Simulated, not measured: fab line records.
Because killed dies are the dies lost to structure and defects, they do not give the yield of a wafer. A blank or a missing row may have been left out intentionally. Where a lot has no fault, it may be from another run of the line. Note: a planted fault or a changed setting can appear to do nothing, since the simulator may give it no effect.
A struck lot beside a sound one | flow n5 finfet | 44 steps out of a route of 1938
Sound: these wafers, L802.2, L802.4, L802.5. Wafers L809.3, L809.5, L809.6 were the ones struck. Last of all comes the cause.
Order at every step that has rows: each side's tool, ch and its chambers, its first start. Under that, the readings that differ: sound wafers | struck wafers | difference of the means | sigmas: that difference in standard deviations of wafers without a fault.
alike: words and numbers the same on both sides, and readings whose means are apart by under 2 such deviations; not compared: readings that were withheld, readings missing a value for some wafer, numbers with overlapping values and no deviation given by the record, and bounds like >300 which may hide the same value.
The two part at a step that has a row with sigmas, a row that says differs or no value, or rows on one side only. Numbers that don't overlap but have no deviation are shown without sigmas and don't part them. A reading missing from all wafers of one side parts the sides only when that side holds two or more wafers.

first, 4 steps without rows for these wafers: N5_MOL_CONTACT_COAG_CVD_140 (deposits W, target thk 66.5 nm, time 215 s); N5_MOL_CONTACT_COAG_PRECLEAN_127 (cleans in DIW, time 57.5 s); N5_MOL_CONTACT_COAG_SRD_128 (dry time 32 s); N5_MOL_CONTACT_COAG_CMP_52 (polishes, stops on SiO2, t overpolish 1.5 s, target thk 66.5 nm).
N5_MOL_CONTACT_COAG_THK_MEAS_53:
  struck on film metro-01, day 9 06:03; sound on film metro-02, day 7 11:22
  alike: VIA_MOL_THK
then, 1 step without rows for these wafers: N5_MOL_CONTACT_COAG_ANNEAL_112 (time 1800 s).
N5_MOL_CONTACT_COAG_INSPECT_97: inspects for defects (darkfield).
  struck on defect inspect-02, day 9 09:08; sound on defect inspect-02, day 7 14:26
  alike: raw defect count
then, 4 steps without rows for these wafers: N5_BEOL_M0_SAQP_PECVD_00 (deposits SiCN from 3MS/NH3, target thk 8 nm, time 14 s); N5_BEOL_M0_SAQP_ILD_DEP_01 (deposits SiOC from DEMS/O2, target thk 45.419 nm, time 8.7 s); N5_BEOL_M0_SAQP_HM_DEP_02 (deposits TiN, target thk 12 nm); N5_BEOL_M0_SAQP_PECVD_03 (deposits SiCN from 3MS/NH3, target thk 12 nm, time 21.1 s).
N5_BEOL_M0_SAQP_PECVD_96: deposits a-Si from SiH4/He, target thk 45 nm, time 45.2 s.
  sound on pecvd-02 ch 1,2, day 7 18:22; struck on pecvd-04 ch 0,1,2, day 9 09:43
  no value came back on the struck wafers for any of 6 readings (chamber pressure Torr (Torr), heater power outer w (W) and others); on the sound wafers chamber pressure Torr (Torr) reads 2.992 3.006 2.996
then, 1 step without rows for these wafers: N5_BEOL_M0_SAQP_PECVD_97 (deposits SiNx from SiH4/NH3/N2, target thk 23 nm, time 19.9 s).
N5_BEOL_M0_SAQP_PECVD_04: deposits a-Si from SiH4/He, target thk 60 nm, time 60.2 s.
  sound on pecvd-02 ch 1,2, day 7 18:28; struck on pecvd-04 ch 0,1,2, day 9 09:48
  alike: chamber pressure Torr, heater power outer w, heater power w, showerhead plenum p Torr, susceptor temp C, throttle valve pct
N5_BEOL_M0_SAQP_THK_MEAS_05:
  struck on film metro-02, day 9 09:53; sound on film metro-02, day 7 18:33
  alike: thk nm
then, 9 steps without rows for these wafers: N5_BEOL_M0_SAQP_HM_DEP_111 (deposits SiO2 from SiH4/N2O, target thk 12 nm, time 7.2 s); N5_BEOL_M0_SAQP_COAT_81 (time 60 s, resist thk 100 nm); N5_BEOL_M0_SAQP_COAT_82 (time 60 s, resist thk 30 nm); N5_BEOL_M0_SAQP_COAT_08 (resist thk 90 nm); N5_BEOL_M0_SAQP_EBR_10; N5_BEOL_M0_SAQP_SOFTBAKE_09 (time 60 s); N5_BEOL_M0_SAQP_EXPOSE_11 (exposes mask M0 CORE, target cd 42 nm); N5_BEOL_M0_SAQP_PEB_12 (peb time 60 s); N5_BEOL_M0_SAQP_DEVELOP_13 (develop time 30 s).
N5_BEOL_M0_SAQP_CD_MEAS_14: target cd 42.5 nm.
  sound on cd sem-02 ch 0, day 7 18:55; struck on cd sem-03 ch 0, day 9 10:16
  alike: cd nm
N5_BEOL_M0_SAQP_OVL_MEAS_15:
  sound on overlay-01 ch 0, day 7 18:56; struck on overlay-01 ch 0, day 9 10:17
  alike: M0_CORE_OVL
N5_BEOL_M0_SAQP_INSPECT_16: inspects for defects (brightfield).
  struck on defect inspect-01, day 9 10:19; sound on defect inspect-02, day 7 18:58
  alike: raw defect count
then, 4 steps without rows for these wafers: N5_BEOL_M0_SAQP_DESCUM_19 (chemistry O2, time 7.9 s); N5_BEOL_M0_SAQP_ETCH_83 (etches SiARC in CF4, target depth 39 nm, time 65 s); N5_BEOL_M0_SAQP_ETCH_84 (etches SOC in N2/H2, target depth 100 nm, overetch 20 nm, time 150 s); N5_BEOL_M0_SAQP_STRIP_80 (strips in N2/H2).
N5_BEOL_M0_SAQP_HM_OPEN_112: chemistry CHF3/O2, target SiO2, stops on a-Si, target depth 12 nm, time 13.5 s.
  sound on rie diel-05 ch 0,2, day 7 19:11; struck on rie diel-05 ch 1,2, day 9 11:05
  alike: O2_flow_sccm, drypump motor current A, oes product au, rf vpp V, showerhead plenum p Torr, throttle valve pct
  not compared: rf hours counter h
then, 1 step without rows for these wafers: N5_BEOL_M0_SAQP_STRIP_113 (strips in CHF3/O2).
N5_BEOL_M0_SAQP_MANDREL_ETCH_20: etches a-Si in HBr/Cl2, stops on SiNx, target depth 60 nm, bt time 10 s, time 30 s.
  sound on rie si-05 ch 0,2, day 7 19:16; struck on rie si-05 ch 0,2,3, day 9 11:10
  alike: drypump motor current A, oes product au, throttle valve pct
  not compared: rf hours counter h
then, 3 steps without rows for these wafers: N5_BEOL_M0_SAQP_STRIP_86 (strips in N2/H2); N5_BEOL_M0_SAQP_STRIP_115 (strips in post etch residue remover, time 60 s); N5_BEOL_M0_SAQP_SRD_93 (time 30 s).
N5_BEOL_M0_SAQP_RECESS_114: chemistry HF/NH3, target SiO2, target depth 14.4 nm, afs cycles 3, sublimation time 60 s.
  sound on vapor etch-01 ch 0,1, day 7 19:30; struck on vapor etch-02 ch 0,1, day 9 11:31
  alike: drypump motor current A
then, 1 step without rows for these wafers: N5_BEOL_M0_SAQP_SPACER1_ALD_98 (deposits SiO2, target thk 12.8 nm, pulse time 1 s, purge time 2 s).
N5_BEOL_M0_SAQP_SPACER1_ETCHBACK_99: etches SiO2 in CHF3/O2, target depth 15.4 nm, time 7.7 s.
  sound on rie diel-05 ch 2,3, day 7 20:23; struck on rie diel-04 ch 0,2,3, day 9 12:47
  alike: O2_flow_sccm, drypump motor current A, oes product au, rf vpp V, showerhead plenum p Torr, throttle valve pct
  not compared: rf hours counter h
then, 1 step without rows for these wafers: N5_BEOL_M0_SAQP_MANDREL1_REMOVE_100 (chemistry HBr/Cl2/O2, target a-Si, stops on SiNx, bt time 10 s).
N5_BEOL_M0_SAQP_MANDREL_ETCH_103: etches a-Si in HBr/Cl2, stops on SiCN, target depth 45 nm, bt time 10 s, time 27 s.
  sound on rie si-05 ch 0,1, day 7 20:46; struck on rie si-02 ch 0,3, day 9 13:10
  reading                  | sound             | struck            | difference | sigmas
  oes product au (a.u.)    | 0.694 0.687 0.704 | 0.284 0.289 0.288 | -0.408     | -34
  throttle valve pct (%)   | 35.48 35.72 35.47 | 36.81 36.56 36.81 | +1.17      | +7
  model.etch.depth nm (nm) | 45.22 45.62 46.17 | 0 0 0             | -46        |
  alike: drypump motor current A
  not compared: rf hours counter h
N5_BEOL_M0_SAQP_MANDREL2_REMOVE_110: chemistry HBr/Cl2/O2, target a-Si, stops on SiCN, bt time 10 s.
  sound on rie si-05 ch 0,1,3, day 7 22:14; struck on rie si-04 ch 0,3, day 9 14:39
  reading                       | sound          | struck         | difference | sigmas
  model.BEOL_M0_SAQP.cd nm (nm) | 14.8 14.8 14.8 | 12.4 12.4 12.6 | -2.3       |
  alike: O2_flow_sccm, drypump motor current A, oes product au, throttle valve pct
  not compared: rf hours counter h
N5_BEOL_M0_SAQP_CD_MEAS_29: target cd 14.4 nm.
  sound on cd sem-01 ch 0, day 7 22:21; struck on cd sem-01 ch 0, day 9 14:46
  reading    | sound             | struck | difference                    | sigmas
  cd nm (nm) | 14.98 14.85 14.71 | - - -  | no value on the struck wafers |

WHERE THEY PART
At N5_BEOL_M0_SAQP_PECVD_96 first; at N5_BEOL_M0_SAQP_CD_MEAS_29 last (within this record only).

WHY: what the simulator had put in
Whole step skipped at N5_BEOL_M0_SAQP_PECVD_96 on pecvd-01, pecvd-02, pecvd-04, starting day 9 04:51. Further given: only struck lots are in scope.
